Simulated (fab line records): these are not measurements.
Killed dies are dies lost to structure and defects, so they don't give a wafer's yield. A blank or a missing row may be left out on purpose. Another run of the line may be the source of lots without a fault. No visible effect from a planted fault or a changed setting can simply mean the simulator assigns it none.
Problem report in the 8D (eight disciplines) form, filled by code || flow n5_finfet || the parts of the form that need people (team, actions taken, sign-off) are left out

1. THE ISSUE
At N5_BEOL_M1_ETCH_70, bias_w averages 169.8 W over 6 wafers from 2 lots, while fault-free wafers read 150.0 W, standard deviation 0.44. That puts it +45 standard deviations away from the usual mean.
The step: etches SOC in N2/H2, target depth 80 nm, overetch 16 nm, time 120 s.
The first sign was on wafer L801.1 at day 11 07:01, on rie_diel-01. Wafers with a number at this step in the record: 24, from 8 lots. Rule for "out" (also "out of limits"): further than 4 standard deviations from the usual mean. The rest of the wafers with a number are treated as sound.

2. WHAT IT IS; WHAT IT IS NOT
{"question": "which readings at this step", "is": "bias_w, rf_vpp_V", "is not": "drypump_motor_current_A, h2_flow_sccm, oes_product_au, showerhead_plenum_p_Torr, temp_c, throttle_valve_pct"}
{"question": "which lots", "is": "L801, L803", "is not": "L786, L788, L791, L795, L796, L805"}
{"question": "which wafers of those lots", "is": "all that have a number", "is not": "-"}
{"question": "read on which tools", "is": "rie_diel-01", "is not": "rie_diel-03"}
{"question": "when", "is": "from day 11 07:01", "is not": "up to then (15 sound wafers); but 3 sound wafers of L805 came after"}

3. SUSPECTS, AND WHAT RULES EACH OUT
Counting: any tool at a process step up to the reading is kept as a suspect provided that every lot that is out went through it and no sound lot did after the first of them.
- rie_diel-01 at N5_BEOL_M1_ETCH_70 (etches SOC in N2/H2, target depth 80 nm, overetch 16 nm, time 120 s): kept. All lots that are out passed through it, beginning with L801 at day 11 07:01, and no sound lot followed; its final sound lot before that point was L795 at day 9 20:25. Out on those wafers are its own readings of bias_w, rf_vpp_V.
The count leaves rie_diel-01 at N5_BEOL_M1_ETCH_70.

4. THE CAUSE (what the simulator had put in)
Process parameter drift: rie_diel-01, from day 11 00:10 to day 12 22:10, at N5_BEOL_M1_ETCH_70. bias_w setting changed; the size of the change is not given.
Counting left only this tool.

5. THE CHAIN OF EFFECTS, in route order
Rows list readings where the struck wafers' mean (over those with a number) sits beyond 3 standard deviations from the usual. Only readings whose record carries a usual standard deviation are examined. hours: median over the lots of the time between each lot's start at the first step of this table that gives one and its start at this step. sigmas: the change, counted in usual standard deviations.
{"hours": 0, "step": "N5_BEOL_M1_ETCH_70", "reading": "bias_w", "usual": "150.0 W", "on struck wafers": 169.8, "change": "+19.8", "sigmas": "+45"}
{"hours": 0, "step": "N5_BEOL_M1_ETCH_70", "reading": "rf_vpp_V", "usual": "524.6 V", "on struck wafers": 567.8, "change": "+43.1", "sigmas": "+14"}
Process steps it contains:
- N5_BEOL_M1_ETCH_70: etches SOC in N2/H2, target depth 80 nm, overetch 16 nm, time 120 s.
Later measuring or inspecting steps at which every struck wafer that the step has a row for has a number for every such reading, and none has moved that far: N5_BEOL_M4_RC_MEAS_101.

6. WHAT WOULD HAVE CAUGHT IT SOONER
First out-of-limits reading in this record: day 11 07:01, which is 7 hours after fault onset at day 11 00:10.
